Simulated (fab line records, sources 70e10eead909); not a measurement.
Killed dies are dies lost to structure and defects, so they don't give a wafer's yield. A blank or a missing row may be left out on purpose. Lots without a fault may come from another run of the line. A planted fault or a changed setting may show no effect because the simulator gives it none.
Which tool did it? | flow nand_harc | 24 lots, 72 wafers sampled, at 5 steps of a route of 1302

WHAT THE GAUGES READ, wafer by wafer
NHARC_P_CONTACT_INSPECT_27.
lot  | measured     | on                | raw_defect_count
L074 | day 6 04:32  | defect_inspect-02 | 197 118 140
L075 | day 6 12:03  | defect_inspect-02 | 194 369 296
L076 | day 7 00:25  | defect_inspect-02 | 153 183 209
L077 | day 7 04:12  | defect_inspect-02 | 159 194 199
L078 | day 7 19:37  | defect_inspect-01 | 284 262 256
L079 | day 8 03:16  | defect_inspect-02 | 182 171 158
L080 | day 8 15:05  | defect_inspect-02 | 271 245 297
L081 | day 9 05:02  | defect_inspect-01 | 202 235 284
L082 | day 9 05:43  | defect_inspect-01 | 248 280 264
L083 | day 10 00:25 | defect_inspect-01 | 187 257 256
L084 | day 10 06:32 | defect_inspect-01 | 264 546 522
L085 | day 10 15:19 | defect_inspect-02 | 278 168 384
L086 | day 11 10:52 | defect_inspect-01 | 313 513 166
L087 | day 11 14:56 | defect_inspect-02 | 290 184 187
L088 | day 12 00:47 | defect_inspect-01 | 282 304 676
L089 | day 12 10:55 | defect_inspect-02 | 144 101 134
L090 | day 12 22:43 | defect_inspect-02 | 240 378 395
L091 | day 12 23:22 | defect_inspect-02 | 224 293 185
L092 | day 13 11:34 | defect_inspect-02 | 327 134 327
L093 | day 14 04:13 | defect_inspect-02 | 251 277 204
L094 | day 14 03:20 | defect_inspect-02 | 417 239 164
L095 | day 14 16:34 | defect_inspect-02 | 177 200 204
L096 | day 15 23:21 | defect_inspect-02 | 181 180 227
L097 | day 15 22:33 | defect_inspect-01 | 194 172 271

NHARC_P_M1_INSPECT_11.
lot  | measured     | on                | raw_defect_count
L074 | day 6 09:30  | defect_inspect-02 | 5 4 8
L075 | day 6 17:34  | defect_inspect-02 | 5 8 9
L076 | day 7 05:21  | defect_inspect-02 | 6 1 1
L077 | day 7 09:43  | defect_inspect-01 | 7 2 2
L078 | day 8 00:46  | defect_inspect-01 | 6 15 7
L079 | day 8 08:25  | defect_inspect-01 | 4 4 6
L080 | day 8 20:17  | defect_inspect-02 | 1 2 2
L081 | day 9 10:05  | defect_inspect-01 | 2 1 4
L082 | day 9 10:51  | defect_inspect-02 | 3 2 3
L083 | day 10 05:34 | defect_inspect-01 | 3 2 2
L084 | day 10 11:36 | defect_inspect-01 | 3 2 5
L085 | day 10 20:59 | defect_inspect-01 | 3 2 1
L086 | day 11 16:04 | defect_inspect-02 | 0 5 6
L087 | day 11 19:56 | defect_inspect-01 | 1 3 6
L088 | day 12 05:58 | defect_inspect-01 | 9 7 5
L089 | day 12 15:53 | defect_inspect-02 | 3 1 3
L090 | day 13 03:46 | defect_inspect-01 | 6 3 13
L091 | day 13 04:57 | defect_inspect-01 | 5 2 0
L092 | day 13 16:44 | defect_inspect-01 | 5 2 6
L093 | day 14 09:53 | defect_inspect-02 | 1 3 5
L094 | day 14 08:19 | defect_inspect-02 | 3 3 7
L095 | day 14 21:40 | defect_inspect-01 | 5 6 2
L096 | day 16 04:33 | defect_inspect-02 | 5 2 2
L097 | day 16 03:40 | defect_inspect-02 | 8 2 2

WHICH TOOL RAN EACH LOT (tool, then ch and the chambers of the sampled wafers, then the start)
lot  | NHARC_P_ZERO_WELL_DESCUM_13        | NHARC_P_GATE_ALD_36               | NHARC_P_CONTACT_ETCH_31
L074 | rie_diel-04 ch 2,3, day 1 21:24    | ald_sin-01 ch 1,2, day 5 06:38    | rie_diel-13 ch 1,3, day 6 04:32 or earlier
L075 | rie_diel-11 ch 0,1,3, day 2 07:25  | ald_sin-03 ch 0,2,3, day 5 14:07  | rie_diel-13 ch 0,1,3, day 6 12:03 or earlier
L076 | rie_diel-11 ch 0,1,2, day 2 17:26  | ald_sin-04 ch 1,2, day 6 03:45    | rie_diel-12 ch 1,3, day 7 00:25 or earlier
L077 | rie_diel-05 ch 2,3, day 3 03:24    | ald_sin-01 ch 2,3, day 6 07:25    | rie_diel-13 ch 0,1,3, day 7 04:12 or earlier
L078 | rie_diel-11 ch 1,2,3, day 3 13:32  | ald_sin-03 ch 0,1,3, day 6 19:34  | rie_diel-12 ch 0,2,3, day 7 19:37 or earlier
L079 | rie_diel-11 ch 0,1,3, day 3 23:25  | ald_sin-04 ch 0,1,2, day 7 04:26  | rie_diel-12 ch 0,2,3, day 8 03:16 or earlier
L080 | rie_diel-05 ch 0,1,2, day 4 09:16  | ald_sin-01 ch 1,2, day 7 17:58    | rie_diel-12 ch 0,1,2, day 8 15:05 or earlier
L081 | rie_diel-05 ch 0,1,2, day 4 19:26  | ald_sin-03 ch 2,3, day 8 07:06    | rie_diel-09 ch 0,1,3, day 9 05:02 or earlier
L082 | rie_diel-11 ch 0,1,3, day 5 05:26  | ald_sin-04 ch 0,1,3, day 8 07:34  | rie_diel-12 ch 0,2,3, day 9 05:43 or earlier
L083 | rie_diel-04 ch 0,2,3, day 5 15:25  | ald_sin-01 ch 0,3, day 9 02:17    | rie_diel-09 ch 0,1,3, day 10 00:25 or earlier
L084 | rie_diel-04 ch 0,1,3, day 6 01:24  | ald_sin-03 ch 0,2,3, day 9 08:17  | rie_diel-13 ch 0,1,3, day 10 06:32 or earlier
L085 | rie_diel-04 ch 0,1,3, day 6 11:25  | ald_sin-04 ch 1,3, day 9 12:52    | rie_diel-09 ch 1,3, day 10 15:19 or earlier
L086 | rie_diel-04 ch 0,1,3, day 6 21:25  | ald_sin-03 ch 0,1,2, day 10 16:11 | rie_diel-12 ch 0,2,3, day 11 10:52 or earlier
L087 | rie_diel-05 ch 0,2,3, day 7 07:23  | ald_sin-01 ch 0,2,3, day 10 17:56 | rie_diel-12 ch 0,1,3, day 11 14:56 or earlier
L088 | rie_diel-11 ch 2,3, day 7 17:16    | ald_sin-04 ch 1,2,3, day 11 05:05 | rie_diel-13 ch 2,3, day 12 00:47 or earlier
L089 | rie_diel-05 ch 1,2, day 8 03:26    | ald_sin-03 ch 2,3, day 11 13:37   | rie_diel-13 ch 0,2,3, day 12 10:55 or earlier
L090 | rie_diel-11 ch 0,1,3, day 8 13:31  | ald_sin-01 ch 0,1, day 12 01:02   | rie_diel-12 ch 1,2,3, day 12 22:43 or earlier
L091 | rie_diel-05 ch 1,2,3, day 8 23:28  | ald_sin-03 ch 0,1,2, day 12 01:33 | rie_diel-13 ch 0,2,3, day 12 23:22 or earlier
L092 | rie_diel-04 ch 1,2, day 9 09:27    | ald_sin-04 ch 0,1, day 12 13:13   | rie_diel-13 ch 0,1,3, day 13 11:34 or earlier
L093 | rie_diel-05 ch 0,1,2, day 9 19:57  | ald_sin-03 ch 0,2,3, day 13 07:16 | rie_diel-13 ch 1,2,3, day 14 04:13 or earlier
L094 | rie_diel-04 ch 1,2,3, day 10 05:17 | ald_sin-01 ch 1,2,3, day 13 05:33 | rie_diel-09 ch 0,1,2, day 14 03:20 or earlier
L095 | rie_diel-04 ch 1,2, day 10 15:22   | ald_sin-04 ch 0,1, day 13 19:31   | rie_diel-13 ch 0,1,2, day 14 16:34 or earlier
L096 | rie_diel-04 ch 0,2,3, day 11 01:26 | ald_sin-04 ch 1,2, day 14 21:17   | rie_diel-12 ch 1,3, day 15 23:21 or earlier
L097 | rie_diel-11 ch 0,1,3, day 11 11:19 | ald_sin-03 ch 1,2,3, day 14 22:10 | rie_diel-09 ch 0,2, day 15 22:33 or earlier
- NHARC_P_ZERO_WELL_DESCUM_13: chemistry O2, time 3 s.
- NHARC_P_GATE_ALD_36: deposits SiNx, target thk 20 nm, pulse time 60 s, ald cycles 223.
- NHARC_P_CONTACT_ETCH_31: etches the open film in CH3F/O2, target depth 30 nm, time 85.7 s.

WHAT THE TOOLS THEMSELVES READ (means of the sampled wafers that have a number; where no wafer has one, the mark that the record gives instead)
NHARC_P_ZERO_WELL_DESCUM_13.
lot  | tool        | drypump_motor_current_A (A) | oes_product_au (a.u.) | rf_vpp_V (V) | showerhead_plenum_p_Torr (Torr) | throttle_valve_pct (%)
L074 | rie_diel-04 | 6.1                         | 1.008                 | 56.7         | 1.95                            | 11.316
L075 | rie_diel-11 | 6.0                         | 1.010                 | 58.6         | 1.91                            | 11.304
L076 | rie_diel-11 | 5.9                         | 1.006                 | 57.4         | 1.92                            | 11.310
L077 | rie_diel-05 | 5.8                         | 1.003                 | 57.3         | 1.83                            | 11.312
L078 | rie_diel-11 | 5.7                         | 1.004                 | 58.1         | 1.88                            | 11.311
L079 | rie_diel-11 | 6.0                         | 0.994                 | 57.3         | 1.91                            | 11.311
L080 | rie_diel-05 | 6.2                         | 1.001                 | 57.2         | 1.92                            | 11.310
L081 | rie_diel-05 | 6.1                         | 1.007                 | 58.1         | 1.92                            | 11.321
L082 | rie_diel-11 | 6.0                         | 1.001                 | 57.5         | 1.91                            | 11.309
L083 | rie_diel-04 | 5.7                         | 1.001                 | 58.0         | 1.91                            | 11.312
L084 | rie_diel-04 | 5.6                         | 0.998                 | 57.6         | 1.85                            | 11.312
L085 | rie_diel-04 | 5.6                         | 1.002                 | 56.7         | 1.85                            | 11.306
L086 | rie_diel-04 | 5.6                         | 1.004                 | 57.6         | 1.84                            | 11.314
L087 | rie_diel-05 | 5.6                         | 1.011                 | 58.3         | 1.88                            | 11.315
L088 | rie_diel-11 | 5.6                         | 1.020                 | 56.7         | 1.80                            | 11.311
L089 | rie_diel-05 | 6.4                         | 0.995                 | 58.0         | 1.85                            | 11.315
L090 | rie_diel-11 | 6.0                         | 1.003                 | 57.9         | 1.90                            | 11.307
L091 | rie_diel-05 | 6.0                         | 1.003                 | 57.7         | 1.84                            | 11.307
L092 | rie_diel-04 | 5.6                         | 1.004                 | 58.4         | 1.99                            | 11.318
L093 | rie_diel-05 | 6.2                         | 1.002                 | 58.3         | 1.91                            | 11.316
L094 | rie_diel-04 | 5.8                         | 0.995                 | 57.9         | 1.98                            | 11.316
L095 | rie_diel-04 | 5.6                         | 0.998                 | 59.5         | 1.98                            | 11.315
L096 | rie_diel-04 | 5.7                         | 0.993                 | 57.9         | 1.90                            | 11.315
L097 | rie_diel-11 | 6.0                         | 0.999                 | 58.5         | 1.89                            | 11.314

NHARC_P_GATE_ALD_36.
lot  | tool       | heater_power_outer_w (W) | heater_power_w (W) | precursor_pulse_height_rel
L074 | ald_sin-01 | 533                      | 869                | 1.012
L075 | ald_sin-03 | 500                      | 780                | 0.991
L076 | ald_sin-04 | 505                      | 771                | 1.008
L077 | ald_sin-01 | 480                      | 749                | 0.995
L078 | ald_sin-03 | 519                      | 872                | 0.989
L079 | ald_sin-04 | 519                      | 801                | 0.997
L080 | ald_sin-01 | 526                      | 864                | 0.983
L081 | ald_sin-03 | 506                      | 768                | 1.018
L082 | ald_sin-04 | 499                      | 797                | 0.997
L083 | ald_sin-01 | 426                      | 695                | 1.006
L084 | ald_sin-03 | 480                      | 756                | 0.981
L085 | ald_sin-04 | 488                      | 766                | 1.023
L086 | ald_sin-03 | 471                      | 799                | 0.990
L087 | ald_sin-01 | 466                      | 735                | 0.996
L088 | ald_sin-04 | 514                      | 798                | 1.009
L089 | ald_sin-03 | 490                      | 740                | 1.004
L090 | ald_sin-01 | 473                      | 799                | 0.992
L091 | ald_sin-03 | 477                      | 804                | 1.004
L092 | ald_sin-04 | 512                      | 814                | 1.012
L093 | ald_sin-03 | 479                      | 772                | 0.991
L094 | ald_sin-01 | 498                      | 809                | 0.981
L095 | ald_sin-04 | 492                      | 797                | 1.000
L096 | ald_sin-04 | 514                      | 752                | 1.006
L097 | ald_sin-03 | 505                      | 817                | 0.987

NHARC_P_CONTACT_ETCH_31.
lot  | tool        | drypump_motor_current_A (A) | oes_product_au (a.u.) | rf_vpp_V (V) | showerhead_plenum_p_Torr (Torr) | throttle_valve_pct (%)
L074 | rie_diel-13 | 5.7                         | 0.957                 | 246.4        | 2.64                            | 20.657
L075 | rie_diel-13 | 5.4                         | 0.975                 | 245.6        | 2.59                            | 20.661
L076 | rie_diel-12 | 4.9                         | 0.982                 | 245.3        | 2.49                            | 20.658
L077 | rie_diel-13 | 5.4                         | 0.961                 | 246.7        | 2.59                            | 20.663
L078 | rie_diel-12 | 5.5                         | 0.982                 | 246.6        | 2.54                            | 20.667
L079 | rie_diel-12 | 5.5                         | 0.980                 | 245.1        | 2.54                            | 20.657
L080 | rie_diel-12 | 5.4                         | 0.978                 | 245.2        | 2.57                            | 20.661
L081 | rie_diel-09 | 5.9                         | 0.986                 | 244.0        | 2.38                            | 20.670
L082 | rie_diel-12 | 5.5                         | 0.978                 | 245.1        | 2.54                            | 20.656
L083 | rie_diel-09 | 5.9                         | 0.986                 | 242.4        | 2.38                            | 20.664
L084 | rie_diel-13 | 5.4                         | 0.981                 | 246.4        | 2.59                            | 20.668
L085 | rie_diel-09 | 5.7                         | 0.968                 | 242.9        | 2.37                            | 20.664
L086 | rie_diel-12 | 5.5                         | 0.964                 | 245.6        | 2.54                            | 20.668
L087 | rie_diel-12 | 5.2                         | 0.981                 | 244.9        | 2.51                            | 20.664
L088 | rie_diel-13 | 5.8                         | 0.978                 | 244.7        | 2.53                            | 20.664
L089 | rie_diel-13 | 5.5                         | 0.960                 | 244.9        | 2.48                            | 20.659
L090 | rie_diel-12 | 5.2                         | 0.984                 | 245.2        | 2.52                            | 20.677
L091 | rie_diel-13 | 5.5                         | 0.980                 | 244.6        | 2.48                            | 20.666
L092 | rie_diel-13 | 5.4                         | 0.950                 | 245.4        | 2.59                            | 20.672
L093 | rie_diel-13 | 5.6                         | 0.979                 | 245.0        | 2.53                            | 20.661
L094 | rie_diel-09 | 6.1                         | 0.992                 | 243.6        | 2.41                            | 20.657
L095 | rie_diel-13 | 5.4                         | 0.981                 | 244.4        | 2.48                            | 20.675
L096 | rie_diel-12 | 4.8                         | 0.974                 | 244.7        | 2.48                            | 20.659
L097 | rie_diel-09 | 6.0                         | 0.970                 | 243.3        | 2.36                            | 20.658

THE ANSWER, worked out from the rows above alone
Rule: what is usual is taken from the lots themselves. Put in order of their means at a reading, lots are off if they are a third of the lots or fewer, leave a main group of 4 or more, and stand apart from it by a gap of 3 or more times the standard deviation of the main group's means; of several such gaps the widest counts. A main group whose means are all the same, to the digits that the tables above print for the reading, isn't used. A lot without any number at a reading at which 4 lots or more have one is off too. The other lots that the step has rows for count as sound. The gauges are gone through in route order, then the tools' own readings, and for those a lot's mean is taken as printed above. The first step at which some lot is off is used, and at that step the reading that is off furthest; a lot without a number counts as furthest.
No lot is off at any reading shown: from this, nothing can be told.

WHAT THE SIMULATOR HAD PUT IN
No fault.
